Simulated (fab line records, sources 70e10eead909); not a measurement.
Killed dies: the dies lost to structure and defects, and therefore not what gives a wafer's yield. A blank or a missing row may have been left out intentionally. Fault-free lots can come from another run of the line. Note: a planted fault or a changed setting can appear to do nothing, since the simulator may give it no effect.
A lot that was struck, set against a sound lot -- flow nand harc -- 13 steps out of a route of 1159
Sound: these wafers, L167.1, L167.2, L167.4. Struck: wafer L176.2; the same lot's L176.3 was not struck, so it is left out; see the end for the cause.
For every step that has rows: the tool of each side, followed by ch and its chambers, followed by its first start. Under that, the readings that differ: sound wafers -- struck wafers -- difference of the means -- sigmas: that difference in standard deviations of wafers without a fault.
alike: readings with means less than 2 such deviations apart, plus words and numbers identical on both sides. not compared: withheld readings, readings lacking a value on some wafer, bounds such as >300 that could conceal the same value, and numbers that have no deviation in the record and whose values overlap.
A row with sigmas, a row that says differs or no value, or rows on one side alone: a step with any of these is where the two part. Numbers that have no deviation but don't overlap get no sigmas and don't part them. A reading missing from all wafers of one side parts the sides only when that side holds two or more wafers.

first, 1 step without rows for these wafers: NHARC_A_SLIT_SRD_20.
NHARC_A_SLIT_CD_MEAS_21:
  sound on cd sem-01, day 14 23:29; struck on cd sem-03, day 17 04:04
  alike: cd nm
then, 3 steps without rows for these wafers: NHARC_A_SIN_REMOVE_WET_00 (chemistry H3PO4, time 15300 s); NHARC_A_SIN_REMOVE_PRECLEAN_01 (cleans in SC1); NHARC_A_SIN_REMOVE_SRD_02.
NHARC_A_SIN_REMOVE_INSPECT_04:
  sound on defect inspect-01, day 15 06:15; struck on defect inspect-02, day 17 11:28
reading,sound,struck,difference,sigmas
raw defect count,242 207 281,498,+255,+3
NHARC_A_WL_FILL_ALD_00: deposits Al2O3, target thk 3 nm, pulse time 3 s, ald cycles 30.
  sound on ald hk-02 ch 1,2,3, day 15 06:19; struck on ald hk-02 ch 1, day 17 11:33
reading,sound,struck,difference,sigmas
heater power w (W),534 461 375,373,-84,-2
  alike: precursor pulse height rel, susceptor temp C
NHARC_A_WL_FILL_RTA_01: time 5 s.
  sound on rtp anneal-02 ch 0, day 15 06:35; struck on rtp anneal-01 ch 0, day 17 11:49
reading,sound,struck,difference,sigmas
lamp power pct (%),33.8 33.9 33.9,33.0,-0.9,-2
lamp_zone_3_pct (%),33.9 33.8 33.9,33.0,-0.9,-2
  alike: wafer_temp_C_max
NHARC_A_WL_FILL_ALD_02: deposits TiN, target thk 2 nm, pulse time 3 s, ald cycles 100.
  sound on ald metal-01 ch 0,1,2, day 15 06:49; struck on ald metal-03 ch 2, day 17 12:00
  alike: heater power w, precursor pulse height rel, susceptor temp C
NHARC_A_WL_FILL_CVD_03: deposits W, target thk 40 nm, time 3302 s.
  sound on cvd w-02 ch 0,1, day 15 10:15; struck on cvd w-02 ch 0, day 17 18:20
  alike: heater power w, susceptor temp C, throttle valve pct
NHARC_A_WL_FILL_ETCHBACK_04: etches the open film in NF3, target depth 60 nm, time 120 s.
  sound on rie metal-01 ch 0,1, day 15 13:37; struck on rie metal-03 ch 1, day 17 21:14
reading,sound,struck,difference,sigmas
drypump motor current A (A),5.9 5.7 5.9,6.8,+1.0,+2
run length s (s),140.9 141.4 141.1,166.1,+25.0,+67
  alike: chamber pressure mTorr, oes product au
  not compared: rf hours counter h
NHARC_A_WL_FILL_ETCHBACK_05: etches the open film in Cl2/BCl3, target depth 22 nm, time 60 s.
  sound on rie metal-01 ch 0,1, day 15 13:51; struck on rie metal-03 ch 0, day 17 21:26
  alike: chamber pressure mTorr, drypump motor current A, oes product au, run length s
  not compared: rf hours counter h
-- the record jumps here: 4 days lie between the struck wafers' starts before and after (it left off in module A_WL_FILL and takes up again in module END, whose first step shown is number 1159 of the route) --
NHARC_END_SORT_01:
  sound on prober-02 ch 0, day 20 08:39; struck on prober-02 ch 0, day 21 22:51
  alike: killed at array, killed at other, killed at periphery, killed dies, killed open, killed short

== WHERE THEY PART ==
At NHARC_A_SIN_REMOVE_INSPECT_04 first; at NHARC_A_WL_FILL_ETCHBACK_04 last (within this record only). Later steps at which nothing parts them and some readings are alike: NHARC_A_WL_FILL_ETCHBACK_05, NHARC_END_SORT_01.

WHY: what the simulator had put in
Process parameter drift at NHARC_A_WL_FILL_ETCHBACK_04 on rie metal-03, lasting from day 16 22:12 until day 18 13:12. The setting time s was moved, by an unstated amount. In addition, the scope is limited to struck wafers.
